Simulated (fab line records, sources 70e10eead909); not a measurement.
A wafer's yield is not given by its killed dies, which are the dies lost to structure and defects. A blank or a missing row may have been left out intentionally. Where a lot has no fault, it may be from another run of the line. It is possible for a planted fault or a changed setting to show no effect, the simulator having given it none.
Struck lot and sound lot, side by side / flow nand_harc / 14 steps out of a route of 1159
Sound: these wafers, L462.3, L462.4, L462.5. Struck: wafers L456.2, L456.4, L456.5. The cause is named last.
Each step with rows lists, per side, the tool, then ch with its chambers, then its first start. Under that, the readings that differ: sound wafers / struck wafers / difference of the means / sigmas: that difference in standard deviations of wafers without a fault.
alike: words and numbers the same on both sides, and readings whose means are apart by under 2 such deviations; not compared: readings that were withheld, readings missing a value for some wafer, numbers with overlapping values and no deviation given by the record, and bounds like >300 which may hide the same value.
Wherever a step has rows on one side only, a row that says differs or no value, or a row with sigmas, the two part there. Numbers that have no deviation but don't overlap get no sigmas and don't part them. A reading that every wafer of one side lacks parts them only if that side has two wafers or more.

NHARC_P_M2_DEGAS_29: time 60 s.
  struck on pvd_sputter-03, day 8 01:22; sound on pvd_sputter-01, day 9 11:25
  alike: heater_power_w
NHARC_P_M2_PRE_CLEAN_30: time 30 s.
  sound on pvd_sputter-01; struck on pvd_sputter-03
  alike: heater_power_w
then, 3 steps without rows for these wafers: NHARC_P_M2_PVD_20 (deposits TaN, target thk 5 nm, time 8.06 s); NHARC_P_M2_PVD_21 (deposits Cu, target thk 30 nm, time 20.49 s); NHARC_P_M2_ECD_22 (material Cu, target thk 400 nm).
NHARC_P_M2_ANNEAL_31: time 90 s.
  sound on rtp_anneal-02 ch 0, day 9 12:15; struck on rtp_anneal-02 ch 0, day 8 02:09
  alike: wafer_temp_C_max
NHARC_P_M2_CMP_23: polishes, t overpolish 20 s, target thk 144.3 nm.
  sound on cmp-01 ch 0,2,3, day 9 12:33; struck on cmp-03 ch 0,3, day 8 02:30
  alike: edge_zone_pressure_frac, motor_current_A, slurry_filter_dp_kPa, time_to_endpoint_s
NHARC_P_M2_THK_MEAS_24: measures by xrf.
  struck on film_metro-01, day 8 02:47; sound on film_metro-02, day 9 12:49
  alike: thk_nm
after that, 1 step had no rows for these wafers: NHARC_P_M2_SRD_25.
NHARC_P_M2_INSPECT_27:
  struck on defect_inspect-01, day 8 02:56; sound on defect_inspect-02, day 9 12:58
reading=raw_defect_count; sound=593 306 370; struck=216 177 180; difference=-232; sigmas=-2
then, 1 step without rows for these wafers: NHARC_P_M2_PRE_CLEAN_32 (time 12 s).
NHARC_P_M2_DEP_33: deposits SiCN, target thk 30 nm.
  sound on pecvd-03 ch 1,2, day 9 13:07; struck on pecvd-03 ch 0,2, day 8 03:08
  no value came back on the struck wafers for chamber_pressure_Torr (Torr), heater_power_outer_w (W), heater_power_w (W); on the sound wafers chamber_pressure_Torr (Torr) reads 3.001 2.999 3.011
NHARC_P_BONDPAD_DEP_00: deposits SiCN, target thk 250 nm.
  sound on pecvd-02 ch 1,2, day 9 13:37; struck on pecvd-02 ch 0,1, day 8 03:35
  alike: chamber_pressure_Torr, heater_power_outer_w, heater_power_w
NHARC_END_SORT_01:
  the record has rows for the sound wafers here (prober-02 ch 0, day 22 02:58) and none for the struck ones

WHERE THEY PART
First at NHARC_P_M2_INSPECT_27; last, within this record, at NHARC_END_SORT_01.

WHY: whatever the simulator had introduced
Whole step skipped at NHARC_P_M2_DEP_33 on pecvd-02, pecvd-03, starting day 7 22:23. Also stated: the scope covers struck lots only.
